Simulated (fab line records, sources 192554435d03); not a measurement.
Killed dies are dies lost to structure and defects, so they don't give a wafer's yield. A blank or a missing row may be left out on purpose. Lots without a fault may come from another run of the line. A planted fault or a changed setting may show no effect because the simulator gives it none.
Chamber matching | flow n5_finfet | N5_BEOL_M3_DESCUM_33 on rie_diel-04: 4 sister chambers
The step chemistry O2, time 7 s. 18 wafers are shown with their chamber, then 9 later ones without.

WAFERS WITH THEIR CHAMBER
wafer  | chamber | drypump_motor_current_A (A) | oes_product_au (a.u.) | throttle_valve_pct (%)
L076.2 | 0       | 5.5                         | 0.71                  | 20.49
L076.3 | 1       | 5.4                         | 0.80                  | 20.51
L076.4 | 2       | 5.9                         | 0.70                  | 20.35
L077.2 | 0       | 5.5                         | 0.72                  | 20.47
L077.4 | 2       | 6.0                         | 0.71                  | 20.37
L077.5 | 1       | 5.4                         | 0.81                  | 20.51
L078.1 | 1       | 5.4                         | 0.80                  | 20.50
L078.2 | 2       | 6.0                         | 0.70                  | 20.35
L078.6 | 1       | 5.4                         | 0.80                  | 20.51
L081.3 | 1       | 5.4                         | 0.81                  | 20.50
L081.5 | 3       | 6.1                         | 0.90                  | 20.33
L081.6 | 0       | 5.5                         | 0.71                  | 20.50
L084.2 | 0       | 5.5                         | 0.70                  | 20.50
L084.5 | 1       | 5.4                         | 0.79                  | 20.52
L084.6 | 0       | 5.5                         | 0.70                  | 20.50
L095.3 | 1       | 5.4                         | 0.77                  | 20.54
L095.5 | 1       | 5.4                         | 0.77                  | 20.54
L095.6 | 2       | 6.0                         | 0.68                  | 20.41

SIGNATURES (means of the wafers above)
reading                 | chamber 0 | chamber 1 | chamber 2 | chamber 3 | scatter within a chamber
drypump_motor_current_A | 5.500     | 5.400     | 5.975     | 6.100     | 0.0231
oes_product_au          | 0.7080    | 0.7938    | 0.6975    | 0.9000    | 0.0135
throttle_valve_pct      | 20.4920   | 20.5162   | 20.3700   | 20.3300   | 0.0186
Rule: a wafer's distance from a chamber is the root of the sum, over the readings, of the square of ((its reading less the chamber's mean) divided by the reading's scatter). The wafer belongs to the nearest chamber; if the next one is less than 2 further off, it can't be placed. The scatter: the root of (the sum of the squares of (reading less its chamber's mean) over the shown wafers, divided by (wafers less chambers)).

WAFERS WITHOUT THEIR CHAMBER
wafer  | drypump_motor_current_A (A) | oes_product_au (a.u.) | throttle_valve_pct (%)
L089.3 | 5.4                         | 0.77                  | 20.55
L089.4 | 6.1                         | 0.86                  | 20.37
L089.6 | 5.5                         | 0.69                  | 20.53
L094.1 | 5.5                         | 0.69                  | 20.52
L094.4 | 5.4                         | 0.78                  | 20.56
L094.5 | 5.5                         | 0.68                  | 20.55
L097.4 | 6.0                         | 0.86                  | 20.37
L097.5 | 5.5                         | 0.68                  | 20.53
L097.6 | 5.4                         | 0.77                  | 20.54

WHICH CHAMBER EACH WENT THROUGH
wafer  | from the rows above | in truth
L089.3 | 1                   | 1
L089.4 | 3                   | 3
L089.6 | 0                   | 0
L094.1 | 0                   | 0
L094.4 | 1                   | 1
L094.5 | 0                   | 0
L097.4 | 3                   | 3
L097.5 | 0                   | 0
L097.6 | 1                   | 1
Placed correctly: 9 of 9. Can't be placed from these rows: 0. Placed wrongly: 0.
